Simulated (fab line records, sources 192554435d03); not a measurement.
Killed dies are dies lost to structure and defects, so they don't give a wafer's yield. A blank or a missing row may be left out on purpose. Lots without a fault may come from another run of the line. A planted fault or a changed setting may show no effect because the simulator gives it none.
A struck lot beside a sound one | flow n5_finfet | 18 steps out of a route of 1938
Sound: wafers L951.1, L951.4, L951.6. Struck: wafer L959.2. (L959.1 of the same lot was not struck and is left out.) The cause comes at the end.
At each step with rows: each side's tool, then ch and its chambers, then its first start. Under that, the readings that differ: sound wafers | struck wafers | difference of the means | sigmas: that difference in standard deviations of wafers without a fault.
alike: readings whose means differ by less than 2 such deviations, and words and numbers that are the same on both sides. not compared: withheld readings, readings that some wafer has no value for, bounds like >300 that may hide the same value, and numbers for which the record gives no deviation and whose values overlap.
The two part at a step that has a row with sigmas, a row that says differs or no value, or rows on one side only. Numbers that don't overlap but have no deviation are shown without sigmas and don't part them. A reading that every wafer of one side lacks parts them only if that side has two wafers or more.

N5_FIN_SAQP_THK_MEAS_05:
  sound on film_metro-01, day 3 14:53; struck on film_metro-02, day 5 15:35
  reading     | sound          | struck | difference | sigmas
  thk_nm (nm) | 37.7 38.4 37.9 | 36.4   | -1.6       | -3
N5_FIN_SAQP_PECVD_47: deposits a-Si from SiH4/He, target thk 45 nm, time 36.3 s.
  sound on pecvd-04 ch 0,1, day 3 14:56; struck on pecvd-01 ch 2, day 5 15:37
  reading                      | sound             | struck | difference | sigmas
  chamber_pressure_Torr (Torr) | 2.991 3.007 2.991 | 3.010  | +0.014     | +2
  throttle_valve_pct (%)       | 19.4 19.6 19.2    | 17.1   | -2.3       | -3
  alike: heater_power_w, rf_fwd_power_W, showerhead_plenum_p_Torr
N5_FIN_SAQP_PECVD_48: deposits SiNx from SiH4/NH3/N2, target thk 25 nm, time 22.1 s.
  sound on pecvd-04 ch 0,1, day 3 14:58; struck on pecvd-01 ch 2, day 5 15:40
  reading                      | sound             | struck | difference | sigmas
  chamber_pressure_Torr (Torr) | 1.501 1.500 1.497 | 1.506  | +0.007     | +2
  throttle_valve_pct (%)       | 42.4 43.0 42.4    | 37.1   | -5.5       | -3
  alike: heater_power_w, rf_fwd_power_W, showerhead_plenum_p_Torr
N5_FIN_SAQP_PECVD_06: deposits a-Si from SiH4/He, target thk 60 nm, time 48.1 s.
  sound on pecvd-04 ch 0,1, day 3 15:01; struck on pecvd-01 ch 2, day 5 15:42
  reading                | sound          | struck | difference | sigmas
  throttle_valve_pct (%) | 19.1 19.5 19.3 | 17.0   | -2.3       | -3
  alike: chamber_pressure_Torr, heater_power_w, rf_fwd_power_W, showerhead_plenum_p_Torr
N5_FIN_SAQP_THK_MEAS_07:
  sound on film_metro-01, day 3 15:06; struck on film_metro-02, day 5 15:47
  alike: thk_nm
N5_FIN_SAQP_HM_DEP_72: deposits SiO2 from SiH4/N2O, target thk 12 nm, time 7.2 s.
  sound on pecvd-03 ch 1,2, day 3 15:08; struck on pecvd-04 ch 0, day 5 15:49
  reading                         | sound          | struck | difference | sigmas
  showerhead_plenum_p_Torr (Torr) | 8.15 8.12 8.11 | 8.27   | +0.14      | +2
  alike: chamber_pressure_Torr, heater_power_w, rf_fwd_power_W
then, 6 steps without rows for these wafers: N5_FIN_SAQP_COAT_49 (time 60 s, resist thk 100 nm); N5_FIN_SAQP_COAT_50 (time 60 s, resist thk 35 nm); N5_FIN_SAQP_COAT_10 (resist thk 90 nm); N5_FIN_SAQP_EBR_12; N5_FIN_SAQP_SOFTBAKE_11 (time 60 s); N5_FIN_SAQP_EXPOSE_13 (exposes mask FIN CORE, target cd 35.6 nm).
N5_FIN_SAQP_PEB_14: peb time 60 s.
  sound on litho_track-04 ch 0, day 3 15:31; struck on litho_track-04 ch 0, day 5 16:12
then, 1 step without rows for these wafers: N5_FIN_SAQP_DEVELOP_15 (develop time 30 s).
N5_FIN_SAQP_CD_MEAS_16: target cd 35.6 nm.
  sound on cd_sem-01 ch 0, day 3 15:35; struck on cd_sem-03 ch 0, day 5 16:16
  reading    | sound          | struck | difference | sigmas
  cd_nm (nm) | 35.2 34.9 34.9 | 31.9   | -3.1       | -9
N5_FIN_SAQP_OVL_MEAS_17:
  sound on overlay-01 ch 0, day 3 15:37; struck on overlay-02 ch 0, day 5 16:19
  alike: FIN_CORE_OVL
-- the record jumps here: 6 days lie between the struck wafers' starts before and after (it left off in module FIN_SAQP and takes up again in module BEOL_M4, whose first step shown is number 1111 of the route) --
N5_BEOL_M4_RC_MEAS_101:
  sound on prober-02 ch 0, day 9 11:20; struck on prober-01 ch 0, day 11 13:16
  alike: DIBL_N, DIBL_P, IOFF_N, IOFF_P, ION_N, ION_P, SS_N, SS_P, VT_N, VT_P
-- the record jumps here: 4 days lie between the struck wafers' starts before and after (it left off in module BEOL_M4 and takes up again in module PASSIVATION, whose first step shown is number 1936 of the route) --
N5_PASSIVATION_PROBE_49:
  the record has rows for the struck wafers here (prober-02, day 15 16:59) and none for the sound ones

WHERE THEY PART
First at N5_FIN_SAQP_THK_MEAS_05; last, within this record, at N5_PASSIVATION_PROBE_49.

WHY: what the simulator had put in
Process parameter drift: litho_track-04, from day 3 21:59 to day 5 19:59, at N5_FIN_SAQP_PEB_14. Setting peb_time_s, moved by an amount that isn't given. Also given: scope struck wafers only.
